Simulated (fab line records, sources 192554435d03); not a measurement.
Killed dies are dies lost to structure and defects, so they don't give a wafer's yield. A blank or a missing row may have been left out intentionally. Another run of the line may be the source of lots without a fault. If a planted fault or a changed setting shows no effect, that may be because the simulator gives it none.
Matching of chambers | flow n5_finfet | N5_BEOL_M0_SAQP_SPACER2_ALD_26 on ald_sin-03: 4 sister chambers
The step deposits SiO2, target thk 15 nm, pulse time 1 s, purge time 2 s. 14 wafers are shown with their chamber, then 7 later ones without.

## EACH WAFER AND ITS CHAMBER
wafer  | chamber | heater_power_w (W) | susceptor_temp_C (C) | precursor_pulse_height_rel
L074.2 | 3       | 494                | 299.84               | 1.014
L074.3 | 1       | 370                | 300.08               | 1.020
L074.4 | 0       | 396                | 300.20               | 1.007
L075.1 | 3       | 494                | 299.78               | 0.996
L075.2 | 2       | 426                | 300.04               | 0.984
L075.5 | 3       | 499                | 299.97               | 0.983
L076.2 | 2       | 434                | 300.06               | 0.984
L076.4 | 0       | 388                | 300.08               | 0.999
L076.5 | 2       | 434                | 299.99               | 0.990
L080.2 | 1       | 371                | 300.00               | 1.029
L080.5 | 3       | 498                | 299.76               | 1.002
L080.6 | 2       | 445                | 300.14               | 0.994
L082.1 | 2       | 441                | 300.08               | 0.997
L082.3 | 1       | 364                | 299.67               | 0.992

SIGNATURES (means of the wafers above)
reading                    | chamber 0 | chamber 1 | chamber 2 | chamber 3 | scatter within a chamber
heater_power_w             | 392.00    | 368.33    | 436.00    | 496.25    | 5.44
susceptor_temp_C           | 300.1400  | 299.9167  | 300.0620  | 299.8375  | 0.119
precursor_pulse_height_rel | 1.00300   | 1.01367   | 0.98980   | 0.99875   | 0.0119
Rule: a wafer's distance from a chamber is the root of the sum, over the readings, of the square of ((its reading less the chamber's mean) divided by the reading's scatter). If the next closest chamber is less than 2 further off than the closest, the wafer can't be placed; otherwise it belongs to the closest. How the scatter is found: for the shown wafers, subtract from each reading the mean of its chamber, square and add these, divide the total by (wafers less chambers), then take the root.

## WAFERS WITH NO CHAMBER GIVEN
wafer  | heater_power_w (W) | susceptor_temp_C (C) | precursor_pulse_height_rel
L082.5 | 492                | 300.02               | 1.016
L089.1 | 497                | 300.13               | 0.962
L089.2 | 370                | 300.10               | 0.980
L089.4 | 427                | 300.10               | 1.001
L096.1 | 374                | 299.82               | 1.007
L096.3 | 414                | 300.19               | 1.013
L096.4 | 435                | 299.96               | 0.954

## CHAMBER TAKEN BY EACH
wafer  | from the rows above     | in truth
L082.5 | 3                       | 3
L089.1 | 3                       | 3
L089.2 | can't be placed: 1 or 0 | 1
L089.4 | 2                       | 2
L096.1 | 1                       | 1
L096.3 | can't be placed: 0 or 2 | 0
L096.4 | 2                       | 2
Placed correctly: 5 of 7. Cannot be placed on the basis of these rows: 2; the candidates contain the true chamber in 2. Placed wrongly: 0.
